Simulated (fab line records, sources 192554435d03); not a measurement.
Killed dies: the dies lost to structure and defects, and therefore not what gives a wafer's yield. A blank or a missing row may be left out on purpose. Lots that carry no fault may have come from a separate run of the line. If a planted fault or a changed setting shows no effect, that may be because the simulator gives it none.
fab line records | flow n5Finfet
record lots=9 wafers=27 lastDay=17
route steps=1938 shown BEOL_M8@1354 PASSIVATION@1936
lots that met no fault: from a run of the same line without faults
startH: hours from the record's opening day to when the first of the lot's shown wafers began | waitH: time in hours since the lot's previous step | " as in the row above | L1.1+2: several wafers, shown together as one row | - no value, or no start was given | * or withheld: withheld | < > ~ a bound
route shown NAME@n: NAME is a module with steps in the file, n the number in the route of the first one | usual: mean/standard deviation of fault-free wafers | same: alike in all rows | chamber/n: place in a boat | sites: each site's reading | _std_site: standard deviation of those values | _edge_site: the outer-site mean with the inner-site mean subtracted | radiusMm: how far each site lies from the wafer's centre | mask NAME#n: copy n | behind: the most recent tool/chamber to have shaped the wafer | hold: why the lot went on hold/how many hours it stayed there/how the hold came to an end | device: transistor that didn't switch, given as n, p or np | end of line: tests run on the same wafers once the route is complete | step lacking rows: just its recipe | killed: dies lost to structure and defects at the first sort, not the wafer's yield | map: a wafer's dies, x killed, . not, _ none there
set.NAME: the setting the step ran with; set.NAME@STEP: the setting that earlier step ran with | model.NAME: the simulator's own value behind a step, which no gauge read
the route's steps for a sample of lots (tables are steps, rows are wafers)
services: when a tool's chamber went out of use (startH, in hours from the record's first day, below 0 if earlier), for how many hours, and the reason
## steps
# step N5_BEOL_M8_STRIP_19
# recipe chemistry=O2 powerW=400 tempC=40 pressureMtorr=30 rfFrequencyHz=6e+07 biasPowerW=0 overashFraction=0.2 o2FlowSccm=225
# usual drypumpMotorCurrentA=5.7/0.37 oesProductAu=0.78/0.097 rfVppV=3.7/0.59 showerheadPlenumPTorr=2.10/0.089 tempC=39.98/0.11 throttleValvePct=16.68/0.22
# columns lot.wafer tool chamber startH waitH drypumpMotorCurrentA oesProductAu rfHoursCounterH rfVppV showerheadPlenumPTorr tempC throttleValvePct
L380.1 rieDiel-01 0 196.74 0.1 5.4 0.79 88 3.3 2.13 40.04 16.53
L380.3 " 3 " " 5.3 0.70 225 4.0 2.07 40.14 16.70
L380.6 " 0 " " 5.4 0.80 - 3.5 2.13 40.00 16.51
L381.1 rieDiel-06 2 205.92 0.1 5.6 0.69 222 4.1 1.99 40.10 16.82
L381.4 " 3 " " 5.7 0.78 138 4.3 2.19 40.04 16.77
L381.5 " 0 " " 6.0 0.76 - 3.5 2.21 39.92 16.82
L382.2 rieDiel-06 3 223.18 0.1 5.7 0.79 145 4.4 2.19 39.97 16.78
L382.3 " 0 " " 6.0 0.76 160 3.2 2.20 40.19 16.84
L382.6 " 0 " " 6.0 0.77 - 3.6 2.20 40.06 16.85
L383.1 rieDiel-06 2 229.49 0.1 5.6 0.68 231 3.9 1.99 39.94 16.81
L383.2 " 3 " " 5.7 0.78 147 4.1 2.19 39.84 16.79
L383.4 " 0 " " 6.0 0.76 162 5.0 2.20 40.05 16.85
L384.1 rieDiel-01 1 238.27 0.2 6.1 0.69 216 4.4 2.05 39.83 16.85
L384.2 " 0 " " 5.4 0.78 102 3.5 2.12 40.08 16.55
L384.6 " 1 " " 6.1 0.69 - 3.8 2.05 40.06 16.85
L390.1 rieDiel-01 0 262.99 0.1 5.4 0.77 114 2.3 2.12 40.07 16.59
L390.2 " 2 " " 6.4 0.97 3 3.8 2.14 39.88 16.22
L390.5 " 0 " " 5.4 0.78 - 4.1 2.12 40.13 16.57
L391.2 rieDiel-06 2 264.26 0.1 5.5 0.68 241 4.8 1.99 40.05 16.83
L391.5 " 2 " " 5.6 0.67 - 3.4 1.99 40.07 16.84
L391.6 " 1 " " 5.7 0.91 - 4.7 2.05 39.99 16.46
L399.1 rieDiel-06 1 318.66 0.1 5.8 0.88 31 3.2 2.04 39.99 16.49
L399.3 " 0 " " 6.0 0.73 196 4.2 2.19 40.16 16.90
L399.4 " 0 " " 6.0 0.72 - 4.6 2.19 39.98 16.91
L401.2 rieDiel-05 3 328.89 0.1 5.1 0.99 4 2.4 2.05 39.98 16.28
L401.4 " 1 " " 6.6 0.88 65 3.1 2.23 40.00 16.84
L401.5 " 3 " " 5.1 0.98 - 3.4 2.05 40.01 16.29
# step N5_BEOL_M8_INSPECT_30
# recipe mode=adi inspectInstrument=brightfield
# usual rawDefectCount=383/90
# columns lot.wafer tool chamber startH waitH rawDefectCount
L380.1 defectInspect-02 - 198.93 0.1 488
L380.3 " - " " 389
L380.6 " - " " 343
L381.1 defectInspect-01 - 206.86 0.1 668
L381.4 " - " " 326
L381.5 " - " " 270
L382.2 defectInspect-02 - 224.09 0.0 343
L382.3 " - " " 505
L382.6 " - " " 392
L383.1 defectInspect-02 - 232.39 0.1 524
L383.2 " - " " 709
L383.4 " - " " 646
L384.1 defectInspect-02 - 239.72 0.1 356
L384.2 " - " " 310
L384.6 " - " " 561
L390.1 defectInspect-01 - 265.00 0.1 329
L390.2 " - " " 444
L390.5 " - " " 304
L391.2 defectInspect-01 - 266.22 0.0 300
L391.5 " - " " 310
L391.6 " - " " 276
L399.1 defectInspect-02 - 320.25 0.1 358
L399.3 " - " " 340
L399.4 " - " " 445
L401.2 defectInspect-02 - 330.93 0.0 282
L401.4 " - " " 338
L401.5 " - " " 263
# step N5_BEOL_M8_ETCH_72
# recipe chemistry=N2/H2 target=underlayer targetDepthA=65 maskMaterial=CAR-EUV timeS=5.2 ionEnergyEv=200 pressureMtorr=30 sourceW=840 biasW=150 n2FlowSccm=200 h2FlowSccm=200 ends=cleared
# usual biasW=149.9/0.45 chamberPressureMTorr=30.00/0.036 drypumpMotorCurrentA=5.7/0.38 etchRfOnTimeS=5.21/0.14 n2FlowSccm=200.0/0.6 oesProductAu=0.67/0.084 rfVppV=524/3.3 showerheadPlenumPTorr=2.56/0.097 throttleValvePct=17.84/0.24
# columns lot.wafer tool chamber startH waitH biasW chamberPressureMTorr drypumpMotorCurrentA etchRfOnTimeS n2FlowSccm oesProductAu rfHoursCounterH rfVppV showerheadPlenumPTorr throttleValvePct
L380.1 rieDiel-01 3 199.00 0.0 149.5 29.97 5.3 5.24 200.4 0.60 225 523 2.53 17.88
L380.3 " 0 " " 149.8 30.00 5.5 5.25 200.2 0.67 88 524 2.57 17.65
L380.6 " 0 " " 150.6 30.00 5.4 5.27 200.2 0.68 - 525 2.57 17.64
L381.1 rieDiel-01 2 207.00 0.0 149.7 30.10 6.4 5.15 199.8 0.58 240 526 2.61 17.76
L381.4 " 1 " " 149.8 30.03 6.1 5.39 200.0 0.60 206 522 2.53 18.18
L381.5 " 0 " " 149.2 30.03 5.5 5.26 200.9 0.66 - 525 2.57 17.64
L382.2 rieDiel-06 2 224.16 0.0 150.2 29.96 5.6 5.02 200.2 0.59 229 519 2.41 17.94
L382.3 " 0 " " 149.7 30.02 6.0 5.32 200.1 0.65 160 528 2.64 17.94
L382.6 " 3 " " 149.5 29.97 5.7 5.11 199.9 0.66 - 530 2.63 17.72
L383.1 rieDiel-01 1 232.46 0.0 149.6 30.08 6.1 5.38 199.2 0.59 213 525 2.53 18.20
L383.2 " 0 " " 150.0 30.04 5.5 5.36 199.9 0.65 100 523 2.56 17.66
L383.4 " 3 " " 149.4 30.08 5.3 5.26 200.8 0.60 237 522 2.52 17.91
L384.1 rieDiel-06 1 239.80 0.0 150.7 29.98 5.8 5.06 199.6 0.81 4 522 2.51 17.89
L384.2 " 3 " " 150.0 30.01 5.7 5.23 200.1 0.65 149 527 2.63 17.72
L384.6 " 1 " " 151.1 30.03 5.8 4.98 199.8 0.82 - 522 2.51 17.90
L390.1 rieDiel-01 0 265.26 0.0 150.4 29.98 5.5 5.29 200.4 0.64 115 524 2.56 17.69
L390.2 " 2 " " 149.8 30.04 6.4 5.02 200.4 0.83 3 527 2.60 17.35
L390.5 " 0 " " 150.6 29.98 5.5 5.24 199.9 0.65 - 524 2.56 17.70
L391.2 rieDiel-01 0 266.62 0.0 150.3 30.00 5.5 5.30 199.5 0.64 116 524 2.56 17.71
L391.5 " 0 " " 150.4 29.94 5.5 5.34 200.9 0.64 - 523 2.56 17.69
L391.6 " 1 " " 150.2 29.99 6.1 5.51 200.0 0.58 - 520 2.52 18.22
L399.1 rieDiel-05 1 320.32 0.0 - - - - - - - - - -
L399.3 " 0 " " - - - - - - - - - -
L399.4 " 3 " " - - - - - - - - - -
L401.2 rieDiel-01 0 331.00 0.0 - - - - - - - - - -
L401.4 " 0 " " - - - - - - - - - -
L401.5 " 2 " " - - - - - - - - - -
# step N5_BEOL_M8_ETCH_41
# recipe chemistry=CH3F/O2 target=SiCN targetDepthA=319 taperDeg=2 timeS=57.8 ionEnergyEv=120 maskMaterial=TiN pressureMtorr=30 sourceW=395 biasW=75 Ar_flow_sccm=150 CH3F_flow_sccm=30 O2_flow_sccm=20
# usual CH3F_flow_sccm=30.01/0.088 O2_flow_sccm=19.98/0.062 drypumpMotorCurrentA=5.7/0.38 oesProductAu=0.79/0.097 rfVppV=297.5/1.8 showerheadPlenumPTorr=2.01/0.08 throttleValvePct=16.32/0.2
# columns lot.wafer tool chamber startH waitH CH3F_flow_sccm O2_flow_sccm drypumpMotorCurrentA oesProductAu rfHoursCounterH rfVppV showerheadPlenumPTorr throttleValvePct
L380.1 rieDiel-01 3 - - 30.01 19.93 5.3 0.70 225 298.2 1.98 16.39
L380.3 " 0 " " 29.89 19.90 5.4 0.79 88 296.2 2.02 16.10
L380.6 " 0 " " 29.99 19.92 5.4 0.78 - 297.1 2.02 16.10
L381.1 rieDiel-01 2 - - 29.87 19.98 6.4 0.68 241 297.6 2.05 16.39
L381.4 " 1 " " 30.00 19.96 6.1 0.70 206 295.2 1.97 16.56
L381.5 " 0 " " 30.02 19.99 5.5 0.79 - 297.1 2.02 16.11
L382.2 rieDiel-06 2 - - 29.96 19.99 5.6 0.69 229 295.2 1.88 16.36
L382.3 " 0 " " 30.00 19.88 6.0 0.74 160 298.8 2.08 16.37
L382.6 " 3 " " 29.90 19.90 5.7 0.78 - 299.4 2.08 16.42
L383.1 rieDiel-01 1 - - 29.95 20.05 6.1 0.69 213 297.6 1.97 16.56
L383.2 " 0 " " 30.11 20.02 5.5 0.77 100 297.0 2.01 16.13
L383.4 " 3 " " 30.02 19.90 5.3 0.70 237 296.4 1.98 16.43
L384.1 rieDiel-06 1 - - 30.02 19.89 5.7 0.95 4 296.4 1.98 16.21
L384.2 " 3 " " 30.06 19.92 5.7 0.78 149 299.5 2.08 16.41
L384.6 " 1 " " 30.07 19.97 5.8 0.95 - 295.9 1.98 16.20
L390.1 rieDiel-01 0 - - 29.89 20.08 5.5 0.76 115 297.5 2.01 16.17
L390.2 " 2 " " 29.95 19.99 6.3 0.98 4 298.2 2.04 15.92
L390.5 " 0 " " 30.08 20.04 5.5 0.76 - 296.8 2.01 16.17
L391.2 rieDiel-01 0 - - 30.14 20.00 5.4 0.76 116 297.5 2.01 16.15
L391.5 " 0 " " 30.05 20.03 5.5 0.76 - 295.6 2.01 16.13
L391.6 " 1 " " 30.02 20.00 6.1 0.68 - 296.1 1.97 16.58
L399.1 rieDiel-05 1 - - 30.01 20.06 6.6 0.88 62 299.1 2.13 16.43
L399.3 " 0 " " 29.92 19.94 5.3 0.71 210 294.0 1.82 16.67
L399.4 " 3 " " 30.05 19.97 5.1 0.99 1 296.3 1.98 16.02
L401.2 rieDiel-01 0 - - 29.91 19.95 5.5 0.73 141 297.5 2.00 16.21
L401.4 " 0 " " 29.92 19.98 5.5 0.72 - 297.9 2.00 16.18
L401.5 " 2 " " 30.06 20.01 6.3 0.89 - 297.7 2.04 15.95
# step N5_PASSIVATION_PROBE_49
# usual defectLimitedYield=90.9/1.5 killed_at_M0_to_M3=35/10 killed_at_M4_up=14/5.2 killedAtContacts=13/7.3 killedAtFrontEnd=42/12 killedAtOther=3.4/2.5 killedDies=108/18 killedOnRim=14/4.2 killedOpen=70/13 killedShort=35/8 sort_bin_4_leakage=0.00/0.007 sort_bin_5_function=5.4/1 sort_bin_6_memory=3.4/0.71 sortNPass=1072/18 sortYieldPct=90.9/1.5
# same grossDies=1180 killedAtBackSide=0 sort_bin_8_speed[%]=0
# columns lot.wafer tool chamber startH waitH defectLimitedYield[%] killed_at_M0_to_M3 killed_at_M4_up killedAtContacts killedAtFrontEnd killedAtOther killedDies killedOnRim killedOpen killedShort sort_bin_4_leakage[%] sort_bin_5_function[%] sort_bin_6_memory[%] sortNPass sortYieldPct[%]
L381.1 prober-01 - 272.13 0.0 91.6 34 13 16 31 5 99 17 52 43 0 4.5 3.6 1081 91.6
L381.4 prober-01 - 272.28 0.2 90.9 43 9 14 39 2 107 20 58 41 0.08 4.7 3.6 1072 90.8
L381.5 prober-01 - 272.33 0.2 92.6 27 11 7 34 8 87 8 55 28 0 4.3 2.5 1093 92.6
L380.1 prober-02 - 273.68 0.0 93.1 25 12 11 28 6 82 8 49 32 0 3.3 3.3 1098 93.1
L380.3 prober-02 - 273.78 0.1 92.8 18 16 14 33 4 85 8 57 26 0 4.9 1.9 1095 92.8
L380.6 prober-02 - 273.93 0.3 91.5 19 23 10 42 6 100 10 70 24 0 4.9 3.2 1080 91.5
L382.2 prober-01 - 294.16 0.1 92.0 38 13 6 28 9 94 8 58 28 0 4.9 2.5 1086 92.0
L382.3 prober-01 - 294.21 0.1 92.2 38 13 18 22 1 92 20 60 28 0 4.5 3.1 1088 92.2
L382.6 prober-01 - 294.36 0.3 92.5 32 11 19 25 2 89 11 58 29 0 4.1 2.9 1091 92.5
L383.1 prober-02 - 294.98 0.0 91.2 61 15 7 21 0 104 14 62 40 0 5.2 3.3 1076 91.2
L383.2 prober-02 - 295.03 0.1 91.6 35 11 11 37 5 99 13 57 37 0 5.3 2.5 1081 91.6
L383.4 prober-02 - 295.13 0.2 93.2 23 18 3 36 0 80 14 61 15 0 4.1 2.6 1100 93.2
L384.1 prober-01 - 303.99 0.0 90.7 29 10 11 55 5 110 16 69 36 0 5.5 3.2 1070 90.7
L384.2 prober-01 - 304.04 0.1 93.7 25 6 4 37 2 74 9 51 23 0 3.6 2.3 1106 93.7
L384.6 prober-01 - 304.24 0.3 92.1 32 14 12 31 4 93 13 57 34 0 4.3 3.1 1087 92.1
L390.1 prober-01 - 338.34 0.0 89.5 47 23 16 32 6 124 17 88 36 0 6.4 3.7 1056 89.5
L390.2 prober-01 - 338.39 0.1 90.8 44 13 11 39 2 109 11 69 39 0 5.5 3.5 1071 90.8
L390.5 prober-01 - 338.54 0.2 88.1 39 25 18 58 0 140 11 101 38 0 7.2 4.5 1040 88.1
L391.2 prober-02 - 341.37 0.1 90.0 38 20 12 43 5 118 5 80 37 0 5.6 4.0 1062 90.0
L391.5 prober-02 - 341.52 0.2 91.3 24 12 5 60 2 103 15 74 27 0 4.5 3.7 1077 91.3
L391.6 prober-02 - 341.57 0.3 92.0 29 23 7 34 1 94 9 63 26 0 5.3 2.5 1086 92.0
L401.2 prober-01 - 404.13 0.1 92.3 22 9 13 45 2 91 13 64 26 0 4.1 3.3 1089 92.3
L401.4 prober-01 - 404.23 0.2 93.9 18 14 18 21 1 72 11 47 23 0 3.5 2.5 1108 93.9
L401.5 prober-01 - 404.28 0.2 90.5 24 13 26 48 1 112 13 70 39 0 5.2 4.0 1068 90.5
L399.1 prober-01 - 405.70 0.0 92.4 19 7 10 47 7 90 12 59 26 0 4.6 2.9 1090 92.4
L399.3 prober-01 - 405.80 0.1 93.6 26 11 1 34 3 75 6 45 27 0 3.8 2.5 1105 93.6
L399.4 prober-01 - 405.85 0.2 89.8 37 9 10 64 0 120 12 82 32 0 6.8 2.9 1060 89.8
# killed by level:class
L381.1 BEOL_M0_SAQP:geometricParticle:short=12 MOL_CONTACT_COAG:geometricParticle:open=10 DUMMY_GATE:geometricParticle:open=9 BEOL_M1:geometricParticle:open=6 FIN_SAQP:geometricParticle:short=5 MOL_CONTACT_COAG:geometricParticle:short=5 BEOL_M4:geometricParticle:open=5 STARTING-WAFER:geometricParticle:short=5
L381.4 BEOL_M1:geometricParticle:open=12 MOL_CONTACT_COAG:geometricParticle:open=11 BEOL_M0_SAQP:geometricParticle:short=10 FIN_SAQP:geometricParticle:short=9 BEOL_M1:geometricParticle:short=7 BEOL_M0_SAQP:geometricParticle:open=6 BEOL_M2:geometricParticle:open=5 HKMG_FIN:areaEtch=5
L381.5 GATE_CUT:geometricParticle:open=9 BEOL_M0_SAQP:geometricParticle:open=7 BEOL_M0:geometricParticle:open=7 GATE_CUT:geometricParticle:short=6 MOL_CONTACT_COAG:geometricParticle:open=6 STI_FIN_REVEAL:geometricParticle:open=5 BEOL_M0_SAQP:geometricParticle:short=3 BEOL_M1:geometricParticle:open=3
L380.1 MOL_CONTACT_COAG:geometricParticle:open=7 BEOL_M3:geometricParticle:open=7 FIN_SAQP:geometricParticle:short=6 BEOL_M0_SAQP:geometricParticle:short=6 BEOL_M1:geometricParticle:open=5 STI_FIN_REVEAL:geometricParticle:open=4 ILD0:geometricParticle:open=4 MOL_CONTACT_COAG:geometricParticle:short=4
L380.3 MOL_CONTACT_COAG:geometricParticle:open=14 BEOL_M4:geometricParticle:open=13 GATE_CUT:geometricParticle:short=7 FIN_SAQP:geometricParticle:open=6 FIN_SAQP:geometricParticle:short=5 BEOL_M0_SAQP:geometricParticle:open=4 BEOL_M0_SAQP:geometricParticle:short=4 ILD0:geometricParticle:short=3
L380.6 FIN_SAQP:geometricParticle:open=17 BEOL_M4:geometricParticle:open=17 MOL_CONTACT_COAG:geometricParticle:open=6 BEOL_M0_SAQP:geometricParticle:open=5 FIN_SAQP:geometricParticle:short=4 BEOL_M3:geometricParticle:open=4 STARTING-WAFER:geometricParticle:open=4 BEOL_M0:geometricParticle:open=3
L382.2 BEOL_M0_SAQP:geometricParticle:open=9 STI_FIN_REVEAL:geometricParticle:open=7 BEOL_M3:geometricParticle:open=6 PASS1_CAP:geometricParticle:short=6 FIN_SAQP:geometricParticle:open=5 MOL_CONTACT_COAG:geometricParticle:open=5 BEOL_M0:geometricParticle:open=5 BEOL_M1:geometricParticle:open=4
L382.3 MOL_CONTACT_COAG:geometricParticle:open=13 BEOL_M1:geometricParticle:open=9 FIN_SAQP:geometricParticle:open=6 BEOL_M1:geometricParticle:short=5 BEOL_M3:geometricParticle:open=5 MOL_CONTACT_COAG:geometricParticle:short=4 BEOL_M0_SAQP:geometricParticle:short=4 BEOL_M0:geometricParticle:open=4
L382.6 MOL_CONTACT_COAG:geometricParticle:open=17 BEOL_M3:geometricParticle:open=11 FIN_SAQP:geometricParticle:open=9 BEOL_M1:geometricParticle:open=5 BEOL_M0_SAQP:geometricParticle:short=4 BEOL_M1:geometricParticle:short=4 BEOL_M4:geometricParticle:open=4 FIN_SAQP:geometricParticle:short=3
L383.1 BEOL_M0_SAQP:geometricParticle:short=21 BEOL_M0_SAQP:geometricParticle:open=17 BEOL_M2:geometricParticle:open=11 MOL_CONTACT_COAG:geometricParticle:open=7 GATE_CUT:geometricParticle:open=5 BEOL_M4:geometricParticle:open=5 FIN_SAQP:geometricParticle:short=4 BEOL_M2:geometricParticle:short=4
L383.2 BEOL_M0_SAQP:geometricParticle:short=13 BEOL_M0_SAQP:geometricParticle:open=9 MOL_CONTACT_COAG:geometricParticle:open=8 FIN_SAQP:geometricParticle:open=7 FIN_SAQP:geometricParticle:short=6 GATE_CUT:geometricParticle:open=5 GATE_CUT:geometricParticle:short=5 STI_FIN_REVEAL:geometricParticle:open=4
L383.4 FIN_SAQP:geometricParticle:open=11 BEOL_M0_SAQP:geometricParticle:open=8 BEOL_M4:geometricParticle:open=8 STI_FIN_REVEAL:geometricParticle:open=5 BEOL_M2:geometricParticle:open=5 STARTING-WAFER:geometricParticle:open=5 FIN_SAQP:geometricParticle:short=4 DUMMY_GATE:geometricParticle:open=4
L384.1 FIN_SAQP:geometricParticle:open=11 FIN_SAQP:geometricParticle:short=9 STI_FIN_REVEAL:geometricParticle:open=7 MOL_CONTACT_COAG:geometricParticle:open=6 DUMMY_GATE:geometricParticle:open=5 BEOL_M1:geometricParticle:open=5 BEOL_M2:geometricParticle:open=5 ILD0:geometricParticle:short=4
L384.2 FIN_SAQP:geometricParticle:short=9 FIN_SAQP:geometricParticle:open=8 BEOL_M3:geometricParticle:open=6 BEOL_M0_SAQP:geometricParticle:open=6 BEOL_M2:geometricParticle:open=5 MOL_CONTACT_COAG:geometricParticle:open=4 DUMMY_GATE:geometricParticle:open=3 STARTING-WAFER:geometricParticle:open=3
L384.6 BEOL_M0_SAQP:geometricParticle:open=11 MOL_CONTACT_COAG:geometricParticle:open=10 BEOL_M0_SAQP:geometricParticle:short=10 FIN_SAQP:geometricParticle:short=6 DUMMY_GATE:geometricParticle:open=6 STI_FIN_REVEAL:geometricParticle:open=5 BEOL_M3:geometricParticle:open=5 FIN_SAQP:geometricParticle:open=4
L390.1 FIN_SAQP:geometricParticle:open=13 MOL_CONTACT_COAG:geometricParticle:open=13 BEOL_M2:geometricParticle:short=9 BEOL_M5:geometricParticle:open=8 BEOL_M0_SAQP:geometricParticle:open=8 BEOL_M2:geometricParticle:open=8 BEOL_M1:geometricParticle:open=7 BEOL_M0_SAQP:geometricParticle:short=7
L390.2 FIN_SAQP:geometricParticle:open=12 MOL_CONTACT_COAG:geometricParticle:open=9 BEOL_M3:geometricParticle:open=8 FIN_SAQP:geometricParticle:short=6 BEOL_M0_SAQP:geometricParticle:open=6 BEOL_M0_SAQP:geometricParticle:short=6 BEOL_M3:geometricParticle:short=6 BEOL_M4:geometricParticle:open=6
L390.5 FIN_SAQP:geometricParticle:open=23 FIN_SAQP:geometricParticle:short=15 BEOL_M4:geometricParticle:open=14 MOL_CONTACT_COAG:geometricParticle:open=14 BEOL_M2:geometricParticle:open=9 BEOL_M3:geometricParticle:open=9 BEOL_M0_SAQP:geometricParticle:short=8 STI_FIN_REVEAL:geometricParticle:open=7
L391.2 BEOL_M4:geometricParticle:open=13 STI_FIN_REVEAL:geometricParticle:open=12 BEOL_M2:geometricParticle:open=10 BEOL_M3:geometricParticle:open=10 FIN_SAQP:geometricParticle:open=9 MOL_CONTACT_COAG:geometricParticle:open=7 BEOL_M0_SAQP:geometricParticle:short=7 MOL_CONTACT_COAG:geometricParticle:short=5
L391.5 FIN_SAQP:geometricParticle:open=14 DUMMY_GATE:geometricParticle:open=10 STI_FIN_REVEAL:geometricParticle:open=7 BEOL_M3:geometricParticle:open=7 BEOL_M4:geometricParticle:open=5 FIN_SAQP:geometricParticle:short=4 ILD0:geometricParticle:open=4 MOL_CONTACT_COAG:geometricParticle:open=4
L391.6 BEOL_M1:geometricParticle:open=8 MOL_CONTACT_COAG:geometricParticle:open=7 BEOL_M4:geometricParticle:open=7 BEOL_M3:geometricParticle:open=6 FIN_SAQP:geometricParticle:open=4 GATE_CUT:geometricParticle:short=4 BEOL_M0:geometricParticle:open=4 BEOL_M2:geometricParticle:open=4
L401.2 MOL_CONTACT_COAG:geometricParticle:open=11 FIN_SAQP:geometricParticle:open=8 GATE_CUT:geometricParticle:short=7 STI_FIN_REVEAL:geometricParticle:open=6 BEOL_M0_SAQP:geometricParticle:open=6 BEOL_M3:geometricParticle:open=6 ILD0:geometricParticle:open=5 GATE_CUT:geometricParticle:open=5
L401.4 MOL_CONTACT_COAG:geometricParticle:open=12 MOL_CONTACT_COAG:geometricParticle:short=6 STI_FIN_REVEAL:geometricParticle:open=5 BEOL_M2:geometricParticle:open=4 BEOL_M4:geometricParticle:open=4 FIN_SAQP:geometricParticle:short=3 BEOL_M8:geometricParticle:open=3 BEOL_M1:geometricParticle:open=3
L401.5 MOL_CONTACT_COAG:geometricParticle:open=17 STI_FIN_REVEAL:geometricParticle:open=14 MOL_CONTACT_COAG:geometricParticle:short=9 BEOL_M3:geometricParticle:open=9 FIN_SAQP:geometricParticle:short=6 BEOL_M2:geometricParticle:open=6 FIN_SAQP:geometricParticle:open=5 DUMMY_GATE:geometricParticle:short=5
L399.1 DUMMY_GATE:geometricParticle:open=10 STI_FIN_REVEAL:geometricParticle:open=8 BEOL_M3:geometricParticle:open=7 FIN_SAQP:geometricParticle:open=6 MOL_CONTACT_COAG:geometricParticle:open=6 GATE_CUT:geometricParticle:short=5 MOL_CONTACT_COAG:geometricParticle:short=4 STARTING-WAFER:geometricParticle:short=4
L399.3 FIN_SAQP:geometricParticle:open=12 FIN_SAQP:geometricParticle:short=9 BEOL_M2:geometricParticle:open=7 BEOL_M1:geometricParticle:short=5 BEOL_M3:geometricParticle:open=5 BEOL_M4:geometricParticle:open=5 BEOL_M1:geometricParticle:open=3 STARTING-WAFER:geometricParticle:short=3
L399.4 BEOL_M3:geometricParticle:open=13 DUMMY_GATE:geometricParticle:open=11 FIN_SAQP:geometricParticle:short=10 FIN_SAQP:geometricParticle:open=10 MOL_CONTACT_COAG:geometricParticle:open=8 BEOL_M2:geometricParticle:open=7 GATE_CUT:geometricParticle:open=6 FIN_CUT:geometricParticle:open=5
## services
# columns tool chamber startH hours kind
rieDiel-06 1 211.69 - clean
rieDiel-06 1 211.69 - consumableReplace:focusRing
rieDiel-06 1 211.69 15.6 scheduledDown
rieDiel-06 1 211.69 15.6 ventCycle
rieDiel-05 1 221.26 6.6 repair
rieDiel-01 2 235.67 - clean
rieDiel-01 2 235.67 - consumableReplace:focusRing
rieDiel-01 2 235.67 13.8 scheduledDown
rieDiel-01 2 235.67 13.8 ventCycle
rieDiel-01 2 252.91 7.8 repair
rieDiel-01 3 260.69 - clean
rieDiel-01 3 260.69 - consumableReplace:focusRing
rieDiel-01 3 260.69 22.1 scheduledDown
rieDiel-01 3 260.69 22.1 ventCycle
rieDiel-06 2 288.52 - clean
rieDiel-06 2 288.52 - consumableReplace:focusRing
rieDiel-06 2 288.52 - consumableReplace:showerhead
rieDiel-06 2 288.52 22.3 scheduledDown
rieDiel-06 2 288.52 22.3 ventCycle
rieDiel-06 3 309.61 11.3 repair
rieDiel-01 1 318.59 - clean
rieDiel-01 1 318.59 - consumableReplace:focusRing
rieDiel-01 1 318.59 20.4 scheduledDown
rieDiel-01 1 318.59 20.4 ventCycle
## key
firstSign step=N5_BEOL_M8_ETCH_72 reading=toolRecord direction=missing
effect none on later readings
metAt N5_BEOL_M8_ETCH_72
struckLots L399,L401
notActingAt N5_BEOL_M8_STRIP_19,N5_BEOL_M8_INSPECT_30,N5_BEOL_M8_ETCH_41
onsetBetween 266.62 320.32
fault kind=skippedStepWhole tool=rieDiel-01,rieDiel-05 chamber=- onsetH=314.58 steps=N5_BEOL_M8_ETCH_72 scope=struckLotsOnly
